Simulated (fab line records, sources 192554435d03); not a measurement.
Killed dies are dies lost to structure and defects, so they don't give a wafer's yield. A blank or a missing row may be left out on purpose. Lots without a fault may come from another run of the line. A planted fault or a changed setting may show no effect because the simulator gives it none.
One fault seen from 3 desks | flow n5_finfet | each desk has only its own numbers; what lay behind them comes last

THE METROLOGY DESK
What the gauges read, lot by lot, whatever tool the lot ran on: means of the sampled wafers that have a number. A lot is out of limits, marked OUT, if its mean lies more than 4 standard deviations from the usual mean; the brackets give that distance. Of its 10 readings 7 are shown: those that lie furthest out on some lot.
Columns: A = IOFF_P at N5_BEOL_M4_RC_MEAS_101, usual 0.20 nA/um; B = ION_N at N5_BEOL_M4_RC_MEAS_101, usual 671 uA/um; C = ION_P at N5_BEOL_M4_RC_MEAS_101, usual 460 uA/um; D = SS_N at N5_BEOL_M4_RC_MEAS_101, usual 71.4 mV/dec; E = SS_P at N5_BEOL_M4_RC_MEAS_101, usual 73.2 mV/dec; F = VT_N at N5_BEOL_M4_RC_MEAS_101, usual 251 mV; G = VT_P at N5_BEOL_M4_RC_MEAS_101, usual -251 mV
lot  | first seen here | A    | B   | C   | D    | E    | F   | G
L574 | day 7 21:37     | 0.15 | 658 | 450 | 70.4 | 72.6 | 253 | -257
L576 | day 8 12:00     | 0.19 | 672 | 457 | 71.7 | 73.3 | 255 | -255
L577 | day 8 14:39     | 0.17 | 668 | 453 | 71.3 | 72.9 | 252 | -256
L593 | day 12 17:01    | 0.19 | 658 | 456 | 71.4 | 72.7 | 253 | -250
L594 | day 12 19:22    | 0.19 | 662 | 457 | 71.5 | 72.9 | 253 | -249
L595 | day 13 00:59    | 0.22 | 678 | 464 | 71.8 | 73.5 | 246 | -249
L597 | day 13 15:45    | 0.18 | 675 | 459 | 71.5 | 72.9 | 251 | -251
This desk's finding: nothing out of limits on any of the 7 lots.

THE TOOL OWNER'S DESK: rie_si-02
The tool's own readings at N5_FIN_SAQP_MANDREL_ETCH_58 (etches a-Si in HBr/Cl2, stops on SiNx, target depth 45 nm, bt time 10 s, time 27 s): means of the sampled wafers that have a number, for each lot that ran on this tool. A lot is out of limits, marked OUT, if its mean lies more than 4 standard deviations from the usual mean; the brackets give that distance.
Columns: A = drypump_motor_current_A at N5_FIN_SAQP_MANDREL_ETCH_58, usual 5.8 A; B = oes_product_au at N5_FIN_SAQP_MANDREL_ETCH_58, usual 0.693 a.u.; C = throttle_valve_pct at N5_FIN_SAQP_MANDREL_ETCH_58, usual 35.71 %
lot  | first seen here | A   | B     | C
L577 | day 2 18:46     | 5.9 | 0.696 | 35.69
L581 | day 3 20:35     | 6.1 | 0.711 | 35.54
L595 | day 7 06:19     | 5.6 | 0.695 | 35.75
This desk's finding: nothing out of limits on any of the 3 lots.

THE DEFECT DESK
What the inspections along the route counted, lot by lot: means of the sampled wafers that have a number. A lot is out of limits, marked OUT, if its mean lies more than 4 standard deviations from the usual mean; the brackets give that distance.
Columns: A = raw_defect_count at N5_FIN_SAQP_INSPECT_40, usual 252
lot  | first seen here | A
L574 | day 2 02:56     | 189
L576 | day 2 14:36     | 315
L577 | day 2 20:52     | 306
L581 | day 3 22:31     | 1785 (+20) OUT
L593 | day 6 21:40     | 264
L594 | day 7 03:40     | 337
L595 | day 7 08:28     | 186
L597 | day 7 20:31     | 218
This desk's finding: out of limits on L581; first on L581, day 3 22:31 (raw_defect_count at N5_FIN_SAQP_INSPECT_40). In limits: L574, L576, L577, L593, L594, L595, L597.

PUT TOGETHER
The defect desk could have raised an alarm at day 3 22:31, on L581.
The metrology desk saw nothing out of limits.
The tool owner's desk saw nothing out of limits.
The metrology desk has no number on record for L581.
The tool owner's desk has L581 on record, within its limits.
Of the lots named, all ran N5_FIN_SAQP_MANDREL_ETCH_58 on rie_si-02.

WHAT THE SIMULATOR HAD PUT IN
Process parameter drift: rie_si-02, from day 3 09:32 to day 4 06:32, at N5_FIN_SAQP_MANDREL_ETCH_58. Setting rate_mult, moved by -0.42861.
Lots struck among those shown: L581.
Hours from the fault's start to each desk's first reading out of limits: the defect desk, 13.
